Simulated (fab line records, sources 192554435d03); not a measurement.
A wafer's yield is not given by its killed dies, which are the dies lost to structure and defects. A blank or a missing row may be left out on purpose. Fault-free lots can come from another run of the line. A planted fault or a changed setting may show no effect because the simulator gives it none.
Split-lot trial | flow n5Finfet | on a route of 1938 steps: 7 lots, 39 wafers read

ABOUT THE SPLIT
At N5_FIN_SAQP_HM_DEP_03 (deposits SiNx from SiH4/NH3/N2, target thk 38 nm, time 33.6 s), the setting targetThkA was moved away from the recipe's 380 angstrom on 12 of the 39 wafers read, by -12.0% to +5.8%. All remaining wafers had this setting at the recipe value.

FROM THE SPLIT TO THE READING: what the file shows between them, 7 steps
- N5_FIN_SAQP_THK_MEAS_05
- N5_FIN_SAQP_PECVD_47: deposits a-Si from SiH4/He, target thk 45 nm, time 36.3 s
- N5_FIN_SAQP_PECVD_48: deposits SiNx from SiH4/NH3/N2, target thk 25 nm, time 22.1 s
- N5_FIN_SAQP_MANDREL2_REMOVE_60: chemistry HBr/Cl2/O2, target a-Si, stops on SiNx, bt time 10 s
- N5_FIN_SAQP_HM_OPEN_33: chemistry CH3F/O2, target SiNx, target depth 49.4 nm, time 70.6 s
- N5_FIN_SAQP_ETCH_34: etches SiO2 in C4F6/O2, target depth 45 nm, time 15 s
- N5_FIN_SAQP_STRIP_77: strips in N2/H2, time 90 s

THE READING
SiNx_of_FIN_SAQP_HM_DEP_03.thkNm (the simulator's own value, which no gauge read), in nm, at N5_FIN_SAQP_ETCH_64 (etches SiO2 in CF4, target depth 1.5 nm). The file does not state a usual value for it. Average 32.6 nm, standard deviation 0.47 nm, over the 27 wafers here run with the recipe.

wafer  | tool, chamber at the split | targetThkA as run, angstrom | against the recipe | SiNx_of_FIN_SAQP_HM_DEP_03.thkNm, nm | against lot-mates on the recipe
L075.2 | pecvd-03, 0                | 380                         | recipe             | 32.4                                 | -
L075.3 | pecvd-03, 1                | 380                         | recipe             | 32.6                                 | -
L075.5 | pecvd-03, 1                | 380                         | recipe             | 32.6                                 | -
L083.1 | pecvd-03, 1                | 336.2                       | -11.5%             | 27.6                                 | -4.7
L083.3 | pecvd-03, 0                | 336.2                       | -11.5%             | 27.6                                 | -4.7
L083.2 | pecvd-03, 2                | 380                         | recipe             | 32                                   | -
L083.4 | pecvd-03, 2                | 336.2                       | -11.5%             | 28                                   | -4.3
L083.5 | pecvd-03, 1                | 380                         | recipe             | 32.4                                 | -
L083.6 | pecvd-03, 0                | 380                         | recipe             | 32.4                                 | -
L086.1 | pecvd-03, 0                | 380                         | recipe             | 33                                   | -
L086.2 | pecvd-03, 2                | 380                         | recipe             | 32.6                                 | -
L086.3 | pecvd-03, 1                | 380                         | recipe             | 32.6                                 | -
L086.6 | pecvd-03, 1                | 380                         | recipe             | 32.6                                 | -
L086.4 | pecvd-03, 0                | 380                         | recipe             | 33.4                                 | -
L086.5 | pecvd-03, 2                | 380                         | recipe             | 33.2                                 | -
L090.1 | pecvd-01, 1                | 334.5                       | -12.0%             | 27.4                                 | -5.1
L090.2 | pecvd-01, 2                | 334.5                       | -12.0%             | 27.8                                 | -4.7
L090.3 | pecvd-01, 0                | 380                         | recipe             | 32.4                                 | -
L090.4 | pecvd-01, 2                | 380                         | recipe             | 33.2                                 | -
L090.5 | pecvd-01, 0                | 334.5                       | -12.0%             | 28.2                                 | -4.3
L090.6 | pecvd-01, 1                | 380                         | recipe             | 32                                   | -
L091.1 | pecvd-03, 1                | 380                         | recipe             | 32                                   | -
L091.2 | pecvd-03, 2                | 380                         | recipe             | 31.6                                 | -
L091.3 | pecvd-03, 0                | 380                         | recipe             | 32.6                                 | -
L091.4 | pecvd-03, 1                | 401.9                       | +5.8%              | 34.8                                 | +2.7
L091.5 | pecvd-03, 2                | 401.9                       | +5.8%              | 34.4                                 | +2.3
L091.6 | pecvd-03, 0                | 401.9                       | +5.8%              | 36                                   | +3.9
L093.1 | pecvd-04, 1                | 401.5                       | +5.7%              | 34.6                                 | +2.3
L093.2 | pecvd-04, 2                | 380                         | recipe             | 32                                   | -
L093.3 | pecvd-04, 0                | 380                         | recipe             | 32.4                                 | -
L093.4 | pecvd-04, 2                | 380                         | recipe             | 32.4                                 | -
L093.5 | pecvd-04, 1                | 401.5                       | +5.7%              | 35                                   | +2.7
L093.6 | pecvd-04, 0                | 401.5                       | +5.7%              | 35.4                                 | +3.1
L097.1 | pecvd-04, 1                | 380                         | recipe             | 32.8                                 | -
L097.2 | pecvd-04, 0                | 380                         | recipe             | 32.8                                 | -
L097.6 | pecvd-04, 2                | 380                         | recipe             | 32.8                                 | -
L097.3 | pecvd-04, 2                | 380                         | recipe             | 32.6                                 | -
L097.4 | pecvd-04, 0                | 380                         | recipe             | 33.6                                 | -
L097.5 | pecvd-04, 1                | 380                         | recipe             | 33.4                                 | -

FIT RESULTS
A straight line over all 39 wafers: SiNx_of_FIN_SAQP_HM_DEP_03.thkNm changes by +0.415 nm for each +1% of targetThkA; r = +0.98; the points scatter about the line by 0.47 nm.
The same after taking each lot's own level away (the mean of its wafers on the recipe; 39 wafers): +0.419 nm for each +1%; r = +0.98; scatter 0.42 nm.
Per that fit: largest targetThkA move, reading shift of 5 nm.
Across the lots, their own levels run from 32.07 to 33.00 nm, a range of 2.0 times the standard deviation given above.
So the lot-to-lot level changes the slope little: the two slopes agree.
Check: -4.86 nm against its lot-mates is what the line predicts for one of the wafers moved furthest among these (-12.0%) when that wafer is left out of the fit. It came out at -5.13 nm against them.

THE WHOLE CHAIN: every reading that the file lists as answering this split, in the file's order
step                    | what it does                                                      | reading                                                                           | change (the file's fit)               | r (the file's)
N5_FIN_SAQP_HM_DEP_03   | deposits SiNx from SiH4/NH3/N2, target thk 38 nm, time 33.6 s     | SiNx_of_FIN_SAQP_HM_DEP_03.thkNm (the simulator's own value, which no gauge read) | +0.42 nm for each +1% of the setting  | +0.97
N5_FIN_SAQP_THK_MEAS_05 |                                                                   | thkNm                                                                             | withheld for each +1% of the setting  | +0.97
N5_FIN_SAQP_HM_OPEN_33  | chemistry CH3F/O2, target SiNx, target depth 49.4 nm, time 70.6 s | etchRfOnTimeS                                                                     | withheld for each +1% of the setting  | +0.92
N5_FIN_SAQP_HM_OPEN_33  | chemistry CH3F/O2, target SiNx, target depth 49.4 nm, time 70.6 s | etch.depthNm (the simulator's own value, which no gauge read)                     | +0.417 nm for each +1% of the setting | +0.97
N5_FIN_SAQP_ETCH_64     | etches SiO2 in CF4, target depth 1.5 nm                           | SiNx_of_FIN_SAQP_HM_DEP_03.thkNm (the simulator's own value, which no gauge read) | +0.415 nm for each +1% of the setting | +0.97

THE FILE'S OWN FIT
SiNx_of_FIN_SAQP_HM_DEP_03.thkNm changes by +0.415 nm for each +1% of targetThkA, r = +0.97.
